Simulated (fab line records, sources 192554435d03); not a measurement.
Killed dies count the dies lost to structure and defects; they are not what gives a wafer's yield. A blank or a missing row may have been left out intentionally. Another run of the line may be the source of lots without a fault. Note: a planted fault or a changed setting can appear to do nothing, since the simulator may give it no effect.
Split-lot trial -- flow n5_finfet -- 7 lots, 21 wafers read, on a route of 1938 steps

THE SPLIT
At N5_BEOL_M7_HM_DEP_02 (deposits TiN, target thk 20 nm), the setting target_thk_a was moved away from the recipe's 200 angstrom on 8 of the 21 wafers read, by -10.5% to +4.2%. All remaining wafers had this setting at the recipe value.

FROM THE SPLIT TO THE READING: what the file shows between them, 8 steps
- N5_BEOL_M7_COAT_59: time 60 s, resist thk 100 nm
- N5_BEOL_M7_COAT_60: time 60 s, resist thk 35 nm
- N5_BEOL_M7_STRIP_68: strips in N2/H2
- N5_BEOL_M7_STRIP_67: strips in CF4
- N5_BEOL_M7_HM_OPEN_17: chemistry Cl2/BCl3, target TiN, target depth 20 nm, overetch 6 nm
- N5_BEOL_M7_STRIP_19: strips in O2
- N5_BEOL_M7_STRIP_76: strips in C4F6/O2
- N5_BEOL_M7_STRIP_36: strips in N2/H2

THE READING
TiN_of_BEOL_M7_HM_DEP_02.thk_nm (the simulator's own value, which no gauge read), in nm, at N5_BEOL_M7_TRENCH_ETCH_37 (etches SiCOH lowk in C4F6/O2, target depth 93.478 nm, time 31.2 s). The file does not state a usual value for it. The 13 wafers here that ran the recipe average 17.4 nm, standard deviation 0.17 nm.

wafer,"tool, chamber at the split","target_thk_a as run, angstrom",against the recipe,"TiN_of_BEOL_M7_HM_DEP_02.thk_nm, nm",against lot-mates on the recipe
L074.3,"pvd_sputter-02, -",200,recipe,17.2,-
L074.4,"pvd_sputter-02, -",200,recipe,17.2,-
L074.5,"pvd_sputter-02, -",200,recipe,17.2,-
L076.1,"pvd_sputter-01, -",178.9,-10.5%,15.4,-2.2
L076.6,"pvd_sputter-01, -",178.9,-10.5%,15.4,-2.2
L076.4,"pvd_sputter-01, -",200,recipe,17.6,-
L080.2,"pvd_sputter-01, -",200,recipe,17.6,-
L080.5,"pvd_sputter-01, -",200,recipe,17.6,-
L080.6,"pvd_sputter-01, -",200,recipe,17.6,-
L081.3,"pvd_sputter-01, -",200,recipe,17.6,-
L081.4,"pvd_sputter-01, -",187.5,-6.2%,15.8,-1.8
L081.6,"pvd_sputter-01, -",187.5,-6.2%,16,-1.6
L088.1,"pvd_sputter-02, -",200,recipe,17.6,-
L088.2,"pvd_sputter-02, -",200,recipe,17.4,-
L088.5,"pvd_sputter-02, -",200,recipe,17.4,-
L090.1,"pvd_sputter-03, -",200,recipe,17.4,-
L090.4,"pvd_sputter-03, -",208.4,+4.2%,18.2,+0.8
L090.6,"pvd_sputter-03, -",208.4,+4.2%,18.2,+0.8
L097.1,"pvd_sputter-03, -",184.5,-7.8%,15.8,-1.4
L097.5,"pvd_sputter-03, -",184.5,-7.8%,15.8,-1.4
L097.2,"pvd_sputter-03, -",200,recipe,17.2,-

THE FIT
A straight line over all 21 wafers: TiN_of_BEOL_M7_HM_DEP_02.thk_nm changes by +0.203 nm for each +1% of target_thk_a; r = +0.98; the points scatter about the line by 0.17 nm.
The same after taking each lot's own level away (the mean of its wafers on the recipe; 21 wafers): +0.208 nm for each +1%; r = +0.99; scatter 0.15 nm.
According to that fit, moving target_thk_a by its largest amount changes the reading by 2.2 nm.
Measured against the standard deviation above, the lots' own levels, which go from 17.20 to 17.60 nm, span 2.3 times it.
The two slopes are in agreement: the lot-to-lot level therefore moves the slope only a little.
Check: for one of the wafers moved furthest among these (-10.5%), held out of the fit, the line's prediction against its lot-mates is -2.23 nm. Against them it came out at -2.2 nm.

FURTHER SPLITS ON THESE WAFERS
Other splits were also applied to these wafers ahead of the reading. Each is held against what the fit with the lots' levels taken away leaves over:
other split on the same wafers,wafers away from the commonest value,r with TiN_of_BEOL_M7_HM_DEP_02.thk_nm (lot level and that fit taken away)
N5_BEOL_M4_DESCUM_33 time_s,7,-0.24
N5_BEOL_M5_PECVD_70 time_s,7,-0.18
N5_BEOL_M5_COAT_05 spin_rpm,11,+0.07
N5_BEOL_M7_ILD_DEP_00 time_s,4,+0.01

THE WHOLE CHAIN: every reading that the file lists as answering this split, in the file's order
step,what it does,reading,change (the file's fit),r (the file's)
N5_BEOL_M7_HM_DEP_02,"deposits TiN, target thk 20 nm","TiN_of_BEOL_M7_HM_DEP_02.thk_nm (the simulator's own value, which no gauge read)",+0.203 nm for each +1% of the setting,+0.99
N5_BEOL_M7_HM_OPEN_17,"chemistry Cl2/BCl3, target TiN, target depth 20 nm, overetch 6 nm","etch.depth_nm (the simulator's own value, which no gauge read)",+0.207 nm for each +1% of the setting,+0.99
N5_BEOL_M7_TRENCH_ETCH_37,"etches SiCOH lowk in C4F6/O2, target depth 93.478 nm, time 31.2 s","TiN_of_BEOL_M7_HM_DEP_02.thk_nm (the simulator's own value, which no gauge read)",+0.211 nm for each +1% of the setting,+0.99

THE FILE'S OWN FIT
TiN_of_BEOL_M7_HM_DEP_02.thk_nm changes by +0.211 nm for each +1% of target_thk_a, r = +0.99.
